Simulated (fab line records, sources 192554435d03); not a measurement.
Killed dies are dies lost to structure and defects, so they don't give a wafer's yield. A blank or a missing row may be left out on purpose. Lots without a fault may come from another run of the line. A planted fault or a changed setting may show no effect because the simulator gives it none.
Which tool did it? | flow n5_finfet | 12 lots, 36 wafers sampled, at 3 steps of a route of 1938

WHAT THE GAUGES READ, wafer by wafer
N5_BEOL_M0_INSPECT_127: inspects for defects (darkfield).
lot  | measured     | on                | raw_defect_count
L075 | day 6 10:53  | defect_inspect-01 | 50 60 40
L077 | day 6 20:16  | defect_inspect-01 | 43 35 49
L079 | day 7 03:44  | defect_inspect-02 | 37 90 40
L081 | day 7 15:05  | defect_inspect-01 | 75 97 87
L083 | day 8 01:52  | defect_inspect-01 | 63 81 96
L085 | day 8 18:43  | defect_inspect-02 | 60 54 82
L087 | day 9 07:54  | defect_inspect-02 | 76 94 82
L090 | day 10 00:55 | defect_inspect-02 | 87 132 84
L091 | day 10 09:01 | defect_inspect-01 | 47 94 112
L093 | day 10 14:01 | defect_inspect-01 | 25 56 78
L095 | day 11 07:36 | defect_inspect-02 | 52 71 73
L097 | day 11 17:01 | defect_inspect-01 | 62 69 51

WHICH TOOL RAN EACH LOT (tool, then ch and the chambers of the sampled wafers, then the start)
lot  | N5_BEOL_M0_STRIP_142               | N5_BEOL_M0_ALD_136
L075 | rie_diel-06 ch 0,1,2, day 6 06:44  | ald_metal-04 ch 1,2, day 6 07:18
L077 | rie_diel-06 ch 0,1,2, day 6 17:16  | ald_metal-02 ch 0,3, day 6 17:59
L079 | rie_diel-03 ch 2,3, day 7 00:50    | ald_metal-02 ch 0,3, day 7 01:28
L081 | rie_diel-06 ch 0,2,3, day 7 12:24  | ald_metal-02 ch 0,3, day 7 13:00
L083 | rie_diel-06 ch 0,1,3, day 7 22:17  | ald_metal-03 ch 0,1, day 7 23:29
L085 | rie_diel-03 ch 1,2, day 8 13:52    | ald_metal-02 ch 0,1, day 8 14:59
L087 | rie_diel-03 ch 0,1,2, day 9 03:56  | ald_metal-04 ch 0,1,2, day 9 04:36
L090 | rie_diel-02 ch 0,2, day 9 22:11    | ald_metal-04 ch 0,2, day 9 22:51
L091 | rie_diel-06 ch 0,1,2, day 10 05:50 | ald_metal-04 ch 1,2, day 10 06:26
L093 | rie_diel-03 ch 1,2, day 10 10:55   | ald_metal-03 ch 1,2,3, day 10 11:38
L095 | rie_diel-03 ch 2,3, day 11 04:20   | ald_metal-02 ch 0,3, day 11 05:37
L097 | rie_diel-02 ch 1,2,3, day 11 12:31 | ald_metal-02 ch 0,1,3, day 11 13:32
- N5_BEOL_M0_STRIP_142: strips in N2/H2, time 10 s.
- N5_BEOL_M0_ALD_136: deposits TaN, pulse time 2 s, purge time 3 s, co reactant purge time 2 s.

THE ANSWER, worked out from the rows above alone
Rule: what is usual is taken from the lots themselves. Put in order of their means at a reading, lots are off if they are a third of the lots or fewer, leave a main group of 4 or more, and stand apart from it by a gap of 3 or more times the standard deviation of the main group's means; of several such gaps the widest counts. A main group whose means are all the same, to the digits that the tables above print for the reading, isn't used. A lot without any number at a reading at which 4 lots or more have one is off too. The other lots that the step has rows for count as sound.
No lot is off at any reading shown: from this, nothing can be told.

WHAT THE SIMULATOR HAD PUT IN
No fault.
